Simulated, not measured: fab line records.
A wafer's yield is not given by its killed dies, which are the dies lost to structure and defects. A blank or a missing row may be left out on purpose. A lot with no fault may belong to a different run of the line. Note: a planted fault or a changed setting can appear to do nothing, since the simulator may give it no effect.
Which tool did it? | flow nand-harc | Sampling: 24 lots, 72 wafers, 6 of 1302 route steps

## WHAT THE GAUGES READ, wafer by wafer
NHARC_A_CONTACT_OVL_MEAS_70. Usual: overlay-x-nm -0.1 nm, standard deviation 0.74; overlay-y-nm -0.1 nm, standard deviation 1.
lot  | measured     | on         | overlay-x-nm (nm) | overlay-y-nm (nm) | flag
L074 | day 22 02:20 | overlay-02 | 0.2 0.5 0.4       | 0.8 1.2 0.9       |
L075 | day 22 09:38 | overlay-02 | -0.9 -1.9 -1.5    | 0.7 0.9 0.7       |
L077 | day 22 18:48 | overlay-01 | 1.3 0.7 1.1       | -0.4 -0.7 0.1     |
L076 | day 23 02:16 | overlay-01 | -1.0 -1.4 -0.9    | -0.1 0.2 0.2      |
L079 | day 24 03:41 | overlay-01 | 0.1 0.5 0.7       | 0.8 1.0 1.2       |
L081 | day 24 07:10 | overlay-02 | 0.3 0.2 0.4       | 0.6 0.0 0.1       |
L078 | day 24 11:01 | overlay-01 | -0.7 -0.2 0.0     | 0.4 1.0 0.0       |
L080 | day 24 14:35 | overlay-01 | -0.2 -0.3 -1.0    | -0.2 0.1 -0.2     |
L083 | day 25 14:44 | overlay-01 | 0.1 0.0 0.2       | -2.1 -2.0 -1.5    |
L082 | day 25 15:09 | overlay-01 | 0.4 1.3 1.1       | -1.0 -0.6 -0.6    |
L085 | day 25 21:31 | overlay-01 | -0.3 0.0 -0.7     | 0.8 0.7 1.4       |
L084 | day 26 01:11 | overlay-02 | -0.1 -0.5 -0.6    | -1.2 -1.2 -1.7    |
L086 | day 27 08:16 | overlay-02 | -0.9 -0.1 -0.3    | -1.0 -1.3 -1.0    |
L088 | day 27 23:46 | overlay-01 | -0.2 -0.4 -0.6    | -1.6 -1.6 -1.4    |
L089 | day 28 01:20 | overlay-02 | -1.0 -1.0 -0.7    | 2.0 1.2 1.4       |
L087 | day 28 05:35 | overlay-02 | 0.9 0.9 1.3       | -0.8 0.0 -0.3     |
L090 | day 28 08:28 | overlay-02 | -0.4 -0.1 0.1     | 1.3 1.8 1.4       |
L091 | day 29 03:37 | overlay-02 | -0.7 -1.4 -0.7    | 0.8 0.4 1.0       |
L093 | day 29 17:13 | overlay-01 | -0.2 -0.2 0.5     | 0.3 0.7 1.1       |
L092 | day 29 21:13 | overlay-02 | -0.3 0.3 0.1      | -1.2 -1.3 -1.3    |
L094 | day 30 09:50 | overlay-01 | 0.0 -0.8 -0.2     | -1.0 -1.0 -1.5    |
L095 | day 30 11:43 | overlay-01 | -0.8 -1.0 -0.8    | -1.5 -1.3 -0.8    |
L096 | day 31 07:47 | overlay-02 | 0.2 -0.1 0.6      | -0.3 -0.5 -1.5    |
L097 | day 31 23:37 | overlay-01 | 0.7 1.1 1.3       | -0.2 -0.5 -0.3    |

NHARC_A_CONTACT_INSPECT_10. Usual: raw-defect-count at 81, with a standard deviation of 43.
lot  | measured     | on                | raw-defect-count | flag
L074 | day 22 09:59 | defect-inspect-02 | 122 106 120      |
L075 | day 22 20:15 | defect-inspect-02 | 80 104 96        |
L077 | day 23 03:28 | defect-inspect-02 | 11 15 19         |
L076 | day 23 12:39 | defect-inspect-01 | 18 21 19         |
L079 | day 24 14:47 | defect-inspect-01 | 25 13 24         |
L081 | day 24 20:14 | defect-inspect-01 | 156 171 139      |
L078 | day 24 22:41 | defect-inspect-02 | 96 83 117        |
L080 | day 25 04:11 | defect-inspect-02 | 26 21 25         |
L083 | day 25 23:46 | defect-inspect-02 | 117 111 116      |
L082 | day 26 02:58 | defect-inspect-02 | 31 29 27         |
L085 | day 26 05:20 | defect-inspect-02 | 20 20 23         |
L084 | day 26 09:03 | defect-inspect-01 | 111 117 101      |
L086 | day 27 18:26 | defect-inspect-01 | 84 85 99         |
L088 | day 28 09:02 | defect-inspect-01 | 17 22 26         |
L089 | day 28 11:11 | defect-inspect-01 | 131 108 122      |
L087 | day 28 14:50 | defect-inspect-01 | 133 140 141      |
L090 | day 28 16:34 | defect-inspect-01 | 99 106 115       |
L091 | day 29 12:43 | defect-inspect-01 | 124 111 112      |
L093 | day 30 02:18 | defect-inspect-01 | 63 79 74         |
L092 | day 30 05:05 | defect-inspect-01 | 106 111 113      |
L094 | day 30 17:41 | defect-inspect-02 | 71 65 70         |
L095 | day 30 19:34 | defect-inspect-02 | 72 67 83         |
L096 | day 31 15:38 | defect-inspect-02 | 115 142 121      |
L097 | day 32 10:44 | defect-inspect-01 | 77 70 86         |

## WHAT TOOL EACH LOT RAN ON (gives the tool, then ch and the chambers of the sampled wafers, and finally the start)
lot  | NHARC_A_CONTACT_ETCH_113             | NHARC_A_CONTACT_ETCH_116             | NHARC_A_CONTACT_ETCH_121             | NHARC_A_CONTACT_ETCH_128
L074 | har-cap-etch-02 ch 0,1, day 21 18:34 | har-cap-etch-02 ch 0,1, day 21 19:04 | har-cap-etch-02 ch 0,1, day 21 19:55 | har-cap-etch-02 ch 0,1, day 22 04:44
L075 | har-cap-etch-03 ch 0,1, day 22 00:26 | har-cap-etch-03 ch 0,1, day 22 00:58 | har-cap-etch-03 ch 0,1, day 22 01:49 | har-cap-etch-02 ch 0,1, day 22 14:51
L077 | har-cap-etch-03 ch 0,1, day 22 11:03 | har-cap-etch-03 ch 0,1, day 22 11:34 | har-cap-etch-03 ch 0,1, day 22 12:25 | har-cap-etch-03 ch 0,1, day 22 21:12
L076 | har-cap-etch-01 ch 0,1, day 22 18:31 | har-cap-etch-01 ch 0,1, day 22 19:02 | har-cap-etch-01 ch 0,1, day 22 19:53 | har-cap-etch-01 ch 0,1, day 23 04:53
L079 | har-cap-etch-03 ch 0,1, day 23 15:31 | har-cap-etch-03 ch 0,1, day 23 16:01 | har-cap-etch-03 ch 0,1, day 23 16:53 | har-cap-etch-01 ch 0,1, day 24 06:08
L081 | har-cap-etch-01 ch 0,1, day 23 23:25 | har-cap-etch-01 ch 0,1, day 23 23:55 | har-cap-etch-01 ch 0,1, day 24 00:47 | har-cap-etch-02 ch 0,1, day 24 09:52
L078 | har-cap-etch-02 ch 0,1, day 24 01:06 | har-cap-etch-02 ch 0,1, day 24 01:46 | har-cap-etch-02 ch 0,1, day 24 02:55 | har-cap-etch-03 ch 0,1, day 24 13:29
L080 | har-cap-etch-03 ch 0,1, day 24 03:44 | har-cap-etch-03 ch 0,1, day 24 04:25 | har-cap-etch-03 ch 0,1, day 24 05:33 | har-cap-etch-02 ch 0,1, day 24 17:19
L083 | har-cap-etch-02 ch 0,1, day 25 04:35 | har-cap-etch-02 ch 0,1, day 25 05:07 | har-cap-etch-02 ch 0,1, day 25 05:58 | har-cap-etch-01 ch 0,1, day 25 17:07
L082 | har-cap-etch-01 ch 0,1, day 25 06:59 | har-cap-etch-01 ch 0,1, day 25 07:29 | har-cap-etch-01 ch 0,1, day 25 08:20 | har-cap-etch-03 ch 0,1, day 25 17:58
L085 | har-cap-etch-03 ch 0, day 25 13:40   | har-cap-etch-03 ch 0, day 25 14:11   | har-cap-etch-03 ch 0, day 25 15:02   | har-cap-etch-02 ch 0,1, day 25 23:53
L084 | har-cap-etch-02 ch 0,1, day 25 13:53 | har-cap-etch-02 ch 0,1, day 25 14:24 | har-cap-etch-02 ch 0,1, day 25 15:16 | har-cap-etch-03 ch 0,1, day 26 03:37
L086 | har-cap-etch-02 ch 0,1, day 27 00:21 | har-cap-etch-02 ch 0,1, day 27 00:52 | har-cap-etch-02 ch 0,1, day 27 01:43 | har-cap-etch-01 ch 0,1, day 27 10:37
L088 | har-cap-etch-03 ch 0,1, day 27 14:41 | har-cap-etch-03 ch 0,1, day 27 15:13 | har-cap-etch-03 ch 0,1, day 27 16:04 | har-cap-etch-03 ch 0,1, day 28 02:08
L089 | har-cap-etch-02 ch 0,1, day 27 14:50 | har-cap-etch-02 ch 0,1, day 27 15:21 | har-cap-etch-02 ch 0,1, day 27 16:12 | har-cap-etch-01 ch 0,1, day 28 03:42
L087 | har-cap-etch-01 ch 0,1, day 27 19:07 | har-cap-etch-01 ch 0,1, day 27 19:37 | har-cap-etch-01 ch 0,1, day 27 20:28 | har-cap-etch-02 ch 0,1, day 28 07:59
L090 | har-cap-etch-02 ch 0,1, day 27 22:30 | har-cap-etch-02 ch 0,1, day 27 23:01 | har-cap-etch-02 ch 0,1, day 27 23:52 | har-cap-etch-03 ch 0,1, day 28 10:52
L091 | har-cap-etch-02 ch 0,1, day 28 19:41 | har-cap-etch-02 ch 0,1, day 28 20:12 | har-cap-etch-02 ch 0,1, day 28 21:03 | har-cap-etch-01 ch 0,1, day 29 06:16
L093 | har-cap-etch-03 ch 0,1, day 29 07:55 | har-cap-etch-03 ch 0,1, day 29 08:26 | har-cap-etch-03 ch 0,1, day 29 09:17 | har-cap-etch-03 ch 0,1, day 29 19:35
L092 | har-cap-etch-02 ch 0,1, day 29 12:24 | har-cap-etch-02 ch 0,1, day 29 12:55 | har-cap-etch-02 ch 0,1, day 29 13:46 | har-cap-etch-02 ch 0,1, day 29 23:39
L094 | har-cap-etch-01 ch 0,1, day 30 01:20 | har-cap-etch-01 ch 0,1, day 30 01:51 | har-cap-etch-01 ch 0,1, day 30 02:42 | har-cap-etch-02 ch 0,1, day 30 12:13
L095 | har-cap-etch-03 ch 0,1, day 30 03:55 | har-cap-etch-03 ch 0,1, day 30 04:26 | har-cap-etch-03 ch 0,1, day 30 05:17 | har-cap-etch-03 ch 0,1, day 30 14:05
L096 | har-cap-etch-03 ch 0,1, day 30 22:16 | har-cap-etch-03 ch 0,1, day 30 22:47 | har-cap-etch-03 ch 0,1, day 30 23:38 | har-cap-etch-01 ch 0,1, day 31 10:10
L097 | har-cap-etch-02 ch 0, day 31 15:09   | har-cap-etch-02 ch 0, day 31 15:40   | har-cap-etch-02 ch 0, day 31 16:31   | har-cap-etch-02 ch 0,1, day 32 01:59
- NHARC_A_CONTACT_ETCH_113: etches the open film in C4F8/O2/Ar, time 190 s, target depth 1850 nm.
- NHARC_A_CONTACT_ETCH_116: etches the open film in C4F8/O2/Ar, time 190 s, target depth 1850 nm.
- NHARC_A_CONTACT_ETCH_121: etches the open film in C4F8/O2/Ar, time 190 s, target depth 1850 nm.
- NHARC_A_CONTACT_ETCH_128: etches the open film in C4F8/O2/Ar, time 197 s, target depth 1918 nm.

## WHAT THE TOOLS THEMSELVES READ (means of the sampled wafers that have a number; where no wafer has one, the mark that the record gives instead)
The record holds no such reading with a usual standard deviation.

## THE ANSWER, worked out from the rows above alone
Rule: a lot counts as off when the mean over its wafers that have a number is more than 3 standard deviations away from the usual mean. A lot without any number at a reading at which 4 lots or more have one is off too. The other lots that the step has rows for count as sound. First the gauges in route order, then the tools' own readings, where a lot's mean is used as printed above. The first step at which some lot is off is used, and at that step the reading that is off furthest; a lot without a number counts as furthest.
Across all readings shown, no lot is off: no conclusion can be drawn from this.

## WHAT THE SIMULATOR HAD INSERTED
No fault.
